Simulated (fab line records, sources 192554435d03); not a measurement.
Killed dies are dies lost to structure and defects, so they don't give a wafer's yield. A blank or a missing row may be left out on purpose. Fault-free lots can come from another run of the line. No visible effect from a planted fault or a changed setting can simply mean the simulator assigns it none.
Which tool is to blame?    flow n5_finfet    Sampling: 12 lots, 33 wafers, 2 of 1938 route steps

## WHAT THE GAUGES SHOWED, per wafer
N5_BEOL_M11_OCD_MEAS_38.
lot   measured      on      trench_depth_nm (nm)
L202  day 10 23:46  ocd-02  147 148 149
L206  day 12 12:06  ocd-02  147 142 148
L205  day 12 13:29  ocd-02  147 148
L207  day 12 19:56  ocd-02  149 146 150
L208  day 13 00:01  ocd-02  148 149 150
L212  day 13 11:09  ocd-02  155 146 154
L210  day 13 14:04  ocd-02  145 153 155
L213  day 13 23:06  ocd-01  153 147
L211  day 14 01:20  ocd-01  148 151
L215  day 14 06:19  ocd-01  148 153 151
L222  day 16 20:53  ocd-02  154 147 152
L223  day 16 21:13  ocd-01  147 143 147

## EACH LOT AND THE TOOL THAT RAN IT (in order: tool; ch and the chambers of the sampled wafers; start)
lot   N5_BEOL_M11_VIA_ETCH_34
L202  rie_diel-04 ch 0,1, day 10 23:28
L206  rie_diel-05 ch 0,3, day 12 11:49
L205  rie_diel-05 ch 1,2, day 12 13:12
L207  rie_diel-04 ch 0,3, day 12 19:38
L208  rie_diel-04 ch 0,2, day 12 23:36
L212  rie_diel-04 ch 1,2,3, day 13 10:52
L210  rie_diel-04 ch 1,2,3, day 13 13:47
L213  rie_diel-04 ch 1,3, day 13 22:49
L211  rie_diel-05 ch 0,1, day 14 01:02
L215  rie_diel-04 ch 0,2,3, day 14 06:02
L222  rie_diel-04 ch 1,2,3, day 16 20:37
L223  rie_diel-01 ch 0,2,3, day 16 20:56
- N5_BEOL_M11_VIA_ETCH_34: etches SiCOH lowk in C4F6/O2, target depth 184.5 nm, time 69.2 s.

## AS READ BY THE TOOLS THEMSELVES (means over the sampled wafers that have a number; for cases with no such wafer, the mark the record gives instead)
N5_BEOL_M11_VIA_ETCH_34.
lot   tool         drypump_motor_current_A (A)  oes_ar_750_au (a.u.)  oes_product_au (a.u.)  rf_vpp_V (V)  showerhead_plenum_p_Torr (Torr)  throttle_valve_pct (%)
L202  rie_diel-04  5.8                          0.88                  0.89                   659           2.92                             20.86
L206  rie_diel-05  5.5                          0.80                  0.79                   659           2.97                             21.05
L205  rie_diel-05  5.6                          0.71                  0.71                   650           2.83                             20.82
L207  rie_diel-04  5.8                          0.89                  0.89                   660           2.91                             20.79
L208  rie_diel-04  5.8                          0.89                  0.89                   653           2.86                             20.61
L212  rie_diel-04  6.1                          0.89                  0.91                   676           2.86                             20.61
L210  rie_diel-04  6.1                          0.89                  0.90                   675           2.86                             20.60
L213  rie_diel-04  6.1                          0.91                  0.93                   678           2.91                             20.80
L211  rie_diel-05  5.3                          0.80                  0.78                   656           2.93                             20.85
L215  rie_diel-04  5.9                          0.85                  0.86                   661           2.86                             20.63
L222  rie_diel-04  6.1                          0.84                  0.85                   675           2.84                             20.65
L223  rie_diel-01  5.5                          0.78                  0.78                   665           2.78                             20.93

## THE ANSWER, worked out from the rows above alone
Rule: what is usual is taken from the lots themselves. The widest of any qualifying gaps counts: lots, ordered by their means at a reading, are off when they make up no more than a third of the lots, leave a main group of 4 or more, and stand apart from it by 3 or more times the standard deviation of that group's means. Not used: any main group whose means are identical at the precision the tables above print for the reading. A lot without any number at a reading at which 4 lots or more have one is off too. The other lots that the step has rows for count as sound. The gauges are gone through in route order, then the tools' own readings, and for those a lot's mean is taken as printed above. The first step at which some lot is off is used, and at that step the reading that is off furthest; a lot without a number counts as furthest.
None of the lots is off at any reading shown; this tells nothing.

## WHAT THE SIMULATOR HAD INSERTED
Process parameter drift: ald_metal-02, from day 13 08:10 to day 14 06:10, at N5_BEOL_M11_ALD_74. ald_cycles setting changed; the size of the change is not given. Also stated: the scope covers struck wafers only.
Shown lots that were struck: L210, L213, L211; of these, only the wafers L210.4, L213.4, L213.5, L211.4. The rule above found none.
